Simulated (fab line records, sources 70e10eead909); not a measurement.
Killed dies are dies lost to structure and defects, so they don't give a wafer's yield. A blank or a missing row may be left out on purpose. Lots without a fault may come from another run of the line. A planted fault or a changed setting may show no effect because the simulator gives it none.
Which tool did it? | flow nand_harc | 24 lots, 72 wafers sampled, at 1 step of a route of 1159

WHAT THE GAUGES READ, wafer by wafer
NHARC_A_CONTACT_INSPECT_71.
lot  | measured     | on                | raw_defect_count
L077 | day 19 20:41 | defect_inspect-01 | 14 23 21
L078 | day 19 22:19 | defect_inspect-01 | 10 7 12
L076 | day 20 06:24 | defect_inspect-02 | 4 11 5
L074 | day 20 07:55 | defect_inspect-02 | 18 19 32
L075 | day 20 12:08 | defect_inspect-02 | 41 34 54
L082 | day 20 18:26 | defect_inspect-01 | 18 19 8
L080 | day 20 19:11 | defect_inspect-01 | 25 30 24
L079 | day 21 03:22 | defect_inspect-01 | 12 15 17
L081 | day 21 05:18 | defect_inspect-01 | 39 35 41
L084 | day 21 10:20 | defect_inspect-02 | 27 34 30
L083 | day 21 11:54 | defect_inspect-02 | 27 37 31
L087 | day 21 21:05 | defect_inspect-02 | 51 47 53
L085 | day 22 12:46 | defect_inspect-02 | 9 18 16
L088 | day 22 12:47 | defect_inspect-02 | 33 48 39
L089 | day 22 15:30 | defect_inspect-02 | 37 44 18
L093 | day 22 22:29 | defect_inspect-01 | 48 30 43
L092 | day 23 00:57 | defect_inspect-02 | 9 12 11
L091 | day 23 02:49 | defect_inspect-02 | 40 36 31
L095 | day 23 03:30 | defect_inspect-02 | 55 63 57
L094 | day 23 07:40 | defect_inspect-02 | 33 17 22
L090 | day 23 08:22 | defect_inspect-01 | 25 25 32
L086 | day 23 19:44 | defect_inspect-01 | 45 57 58
L097 | day 24 06:56 | defect_inspect-02 | 13 14 15
L096 | day 24 10:51 | defect_inspect-01 | 45 46 38

WHICH TOOL RAN EACH LOT (tool, then ch and the chambers of the sampled wafers, then the start)
The record holds no process step before these readings.

WHAT THE TOOLS THEMSELVES READ (means of the sampled wafers that have a number; where no wafer has one, the mark that the record gives instead)
The record holds no such reading with a usual standard deviation.

THE ANSWER, worked out from the rows above alone
Rule: what is usual is taken from the lots themselves. Put in order of their means at a reading, lots are off if they are a third of the lots or fewer, leave a main group of 4 or more, and stand apart from it by a gap of 3 or more times the standard deviation of the main group's means; of several such gaps the widest counts. A main group whose means are all the same, to the digits that the tables above print for the reading, isn't used. A lot without any number at a reading at which 4 lots or more have one is off too. The other lots that the step has rows for count as sound. The gauges are gone through in route order, then the tools' own readings, and for those a lot's mean is taken as printed above. The first step at which some lot is off is used, and at that step the reading that is off furthest; a lot without a number counts as furthest.
No lot is off at any reading shown: from this, nothing can be told.

WHAT THE SIMULATOR HAD PUT IN
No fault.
